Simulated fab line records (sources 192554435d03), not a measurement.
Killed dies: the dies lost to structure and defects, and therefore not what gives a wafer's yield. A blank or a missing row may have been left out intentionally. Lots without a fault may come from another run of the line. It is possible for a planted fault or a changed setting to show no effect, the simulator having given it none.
Matching of chambers -- flow n5-finfet -- N5_BEOL_M11_VIA_ETCH_34 on rie-diel-05: 4 sister chambers
The step etches SiCOH lowk in C4F6/O2, target depth 184.5 nm, time 69.2 s. 4 wafers are shown with their chamber, then 7 later ones without.

EACH WAFER AND ITS CHAMBER
wafer,chamber,throttle-valve-pct (%)
L617.5,1,20.76
L615.6,2,21.44
L618.1,3,21.04
L618.3,0,21.00

WAFERS WITH NO CHAMBER GIVEN
wafer,throttle-valve-pct (%)
L618.5,21.44
L619.4,21.01
L619.5,20.99
L619.6,21.05
L622.3,20.81
L622.5,21.06
L622.6,21.01

EACH ONE'S CHAMBER
wafer,from the rows above,in truth
L618.5,2,2
L619.4,can't be placed: 0 or 3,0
L619.5,can't be placed: 0 or 3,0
L619.6,can't be placed: 3 or 0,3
L622.3,1,1
L622.5,can't be placed: 3 or 0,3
L622.6,can't be placed: 0 or 3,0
Placed correctly: 2 of 7. Unplaceable from these rows: 5, with the true chamber sitting among the candidates in 5. Number placed wrongly: 0.
How it was worked out, from the rows above alone: a wafer's distance from a chamber is the root of the sum, over the readings, of the square of ((its reading less the chamber's mean) divided by the reading's scatter). If the next closest chamber is less than 2 further off than the closest, the wafer can't be placed; otherwise it belongs to the closest. For every chamber, the mean is computed from those of its wafers that are shown. The scatter: root of mean squared gap, hidden wafer to nearest shown wafer, with one shown wafer a chamber.
